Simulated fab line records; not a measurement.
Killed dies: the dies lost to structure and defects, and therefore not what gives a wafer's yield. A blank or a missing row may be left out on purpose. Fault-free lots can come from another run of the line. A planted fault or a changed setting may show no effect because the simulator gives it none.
Split-lot study || flow n5-finfet || on a route of 1938 steps: 7 lots, 21 wafers read

## THE SPLIT ITSELF
At N5_SD_EPI_N_ETCH_35 (etches SOC in N2/H2, overetch 108 nm, time 486 s), the setting time-s was moved away from the recipe's 486 s on 6 of the 21 wafers read, by -22.1% to -9.4%. For the rest of the wafers, this setting stayed at what the recipe calls for.

## FROM THE SPLIT TO THE READING: what the file shows between them, 1 step
- N5_SD_EPI_N_STRIP_36: strips in N2/H2

## THE READING
oes-product-au, in a.u., at N5_SD_EPI_N_ETCHBACK_44 (etches SiNx in CH3F/O2, stops on SiO2, target depth 14.5 nm). A value of 0.71 a.u. with a standard deviation of 0.076 a.u. is what fault-free wafers of this fab line usually give.

{"wafer": "L075.3", "tool, chamber at the split": "rie-diel-04, 3", "time-s as run, s": 486, "against the recipe": "recipe", "oes-product-au, a.u.": 0.79, "against lot-mates on the recipe": "-"}
{"wafer": "L075.4", "tool, chamber at the split": "rie-diel-04, 2", "time-s as run, s": 440.5, "against the recipe": "-9.4%", "oes-product-au, a.u.": 0.79, "against lot-mates on the recipe": "+0.00"}
{"wafer": "L075.5", "tool, chamber at the split": "rie-diel-04, 3", "time-s as run, s": 486, "against the recipe": "recipe", "oes-product-au, a.u.": 0.79, "against lot-mates on the recipe": "-"}
{"wafer": "L078.1", "tool, chamber at the split": "rie-diel-04, 0", "time-s as run, s": 486, "against the recipe": "recipe", "oes-product-au, a.u.": 0.63, "against lot-mates on the recipe": "-"}
{"wafer": "L078.2", "tool, chamber at the split": "rie-diel-04, 3", "time-s as run, s": 486, "against the recipe": "recipe", "oes-product-au, a.u.": 0.78, "against lot-mates on the recipe": "-"}
{"wafer": "L078.6", "tool, chamber at the split": "rie-diel-04, 2", "time-s as run, s": 486, "against the recipe": "recipe", "oes-product-au, a.u.": 0.78, "against lot-mates on the recipe": "-"}
{"wafer": "L079.4", "tool, chamber at the split": "rie-diel-04, 3", "time-s as run, s": 486, "against the recipe": "recipe", "oes-product-au, a.u.": 0.77, "against lot-mates on the recipe": "-"}
{"wafer": "L079.5", "tool, chamber at the split": "rie-diel-04, 0", "time-s as run, s": 486, "against the recipe": "recipe", "oes-product-au, a.u.": 0.63, "against lot-mates on the recipe": "-"}
{"wafer": "L079.6", "tool, chamber at the split": "rie-diel-04, 2", "time-s as run, s": 486, "against the recipe": "recipe", "oes-product-au, a.u.": 0.77, "against lot-mates on the recipe": "-"}
{"wafer": "L090.3", "tool, chamber at the split": "rie-diel-02, 2", "time-s as run, s": 378.7, "against the recipe": "-22.1%", "oes-product-au, a.u.": 0.31, "against lot-mates on the recipe": -0.28}
{"wafer": "L090.5", "tool, chamber at the split": "rie-diel-02, 0", "time-s as run, s": 486, "against the recipe": "recipe", "oes-product-au, a.u.": 0.59, "against lot-mates on the recipe": "-"}
{"wafer": "L090.6", "tool, chamber at the split": "rie-diel-02, 2", "time-s as run, s": 378.7, "against the recipe": "-22.1%", "oes-product-au, a.u.": 0.33, "against lot-mates on the recipe": -0.26}
{"wafer": "L091.2", "tool, chamber at the split": "rie-diel-04, 2,1", "time-s as run, s": 486, "against the recipe": "recipe", "oes-product-au, a.u.": 0.73, "against lot-mates on the recipe": "-"}
{"wafer": "L091.4", "tool, chamber at the split": "rie-diel-04, 2,1", "time-s as run, s": 486, "against the recipe": "recipe", "oes-product-au, a.u.": 0.77, "against lot-mates on the recipe": "-"}
{"wafer": "L091.6", "tool, chamber at the split": "rie-diel-04, 0", "time-s as run, s": 387.6, "against the recipe": "-20.2%", "oes-product-au, a.u.": 0.36, "against lot-mates on the recipe": -0.39}
{"wafer": "L092.1", "tool, chamber at the split": "rie-diel-02, 0", "time-s as run, s": 395.7, "against the recipe": "-18.6%", "oes-product-au, a.u.": 0.55, "against lot-mates on the recipe": -0.08}
{"wafer": "L092.3", "tool, chamber at the split": "rie-diel-02, 2", "time-s as run, s": 486, "against the recipe": "recipe", "oes-product-au, a.u.": 0.63, "against lot-mates on the recipe": "-"}
{"wafer": "L092.5", "tool, chamber at the split": "rie-diel-02, 2", "time-s as run, s": 486, "against the recipe": "recipe", "oes-product-au, a.u.": 0.63, "against lot-mates on the recipe": "-"}
{"wafer": "L094.2", "tool, chamber at the split": "rie-diel-02, 3", "time-s as run, s": 378.5, "against the recipe": "-22.1%", "oes-product-au, a.u.": 0.28, "against lot-mates on the recipe": -0.34}
{"wafer": "L094.3", "tool, chamber at the split": "rie-diel-02, 2", "time-s as run, s": 486, "against the recipe": "recipe", "oes-product-au, a.u.": 0.62, "against lot-mates on the recipe": "-"}
{"wafer": "L094.5", "tool, chamber at the split": "rie-diel-02, 2", "time-s as run, s": 486, "against the recipe": "recipe", "oes-product-au, a.u.": 0.63, "against lot-mates on the recipe": "-"}
If several chambers appear in one row, that row covers several wafers at once and the file leaves open which wafer was in which chamber.

FIT RESULTS
A straight line over all 21 wafers: oes-product-au changes by +0.0157 a.u. for each +1% of time-s; r = +0.84; the points scatter about the line by 0.094 a.u.
The same after taking each lot's own level away (the mean of its wafers on the recipe; 21 wafers): +0.0128 a.u. for each +1%; r = +0.87; scatter 0.068 a.u.
That fit puts the effect of the largest move of time-s on the reading at 0.28 a.u.
Measured against the standard deviation above, the lots' own levels, which go from 0.590 to 0.790 a.u., span 2.6 times it.
Hence the slope depends on the lot-to-lot level, as the two fits are not the same.
Check: for one of the wafers moved furthest among these (-22.1%), held out of the fit, the line's prediction against its lot-mates is -0.26 a.u. Against them it came out at -0.345 a.u.

## ADDITIONAL SPLITS CARRIED BY THESE WAFERS
Before the reading, these wafers also passed through other splits. Each is held against what the fit with the lots' levels taken away leaves over:
{"other split on the same wafers": "N5_FIN_SAQP_COAT_68 temp-c", "wafers away from the commonest value": 5, "r with oes-product-au (lot level and that fit taken away)": -0.08}
{"other split on the same wafers": "N5_DUMMY_GATE_PECVD_30 time-s", "wafers away from the commonest value": 8, "r with oes-product-au (lot level and that fit taken away)": "+0.16"}
{"other split on the same wafers": "N5_DUMMY_GATE_COAT_28 temp-c", "wafers away from the commonest value": 10, "r with oes-product-au (lot level and that fit taken away)": "+0.48"}
{"other split on the same wafers": "N5_SD_EPI_N_COAT_33 spin-rpm", "wafers away from the commonest value": 4, "r with oes-product-au (lot level and that fit taken away)": -0.15}

## THE WHOLE CHAIN: every reading that the file lists as answering this split, in the file's order
{"step": "N5_SD_EPI_N_ETCH_35", "what it does": "etches SOC in N2/H2, overetch 108 nm, time 486 s", "reading": "SD_EPI_N.cd-nm (the simulator's own value, which no gauge read)", "change (the file's fit)": "+0.15 nm for each +1% of the setting", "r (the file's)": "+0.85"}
{"step": "N5_SD_EPI_N_ETCH_35", "what it does": "etches SOC in N2/H2, overetch 108 nm, time 486 s", "reading": "SiARC_of_SD_EPI_N_COAT_33.thk-nm (the simulator's own value, which no gauge read)", "change (the file's fit)": "-0.168 nm for each +1% of the setting", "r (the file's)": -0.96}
{"step": "N5_SD_EPI_N_ETCHBACK_44", "what it does": "etches SiNx in CH3F/O2, stops on SiO2, target depth 14.5 nm", "reading": "oes-product-au", "change (the file's fit)": "+0.0127 a.u. for each +1% of the setting", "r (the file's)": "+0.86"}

## FILE'S OWN FIT
oes-product-au changes by +0.0127 a.u. for each +1% of time-s, r = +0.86.
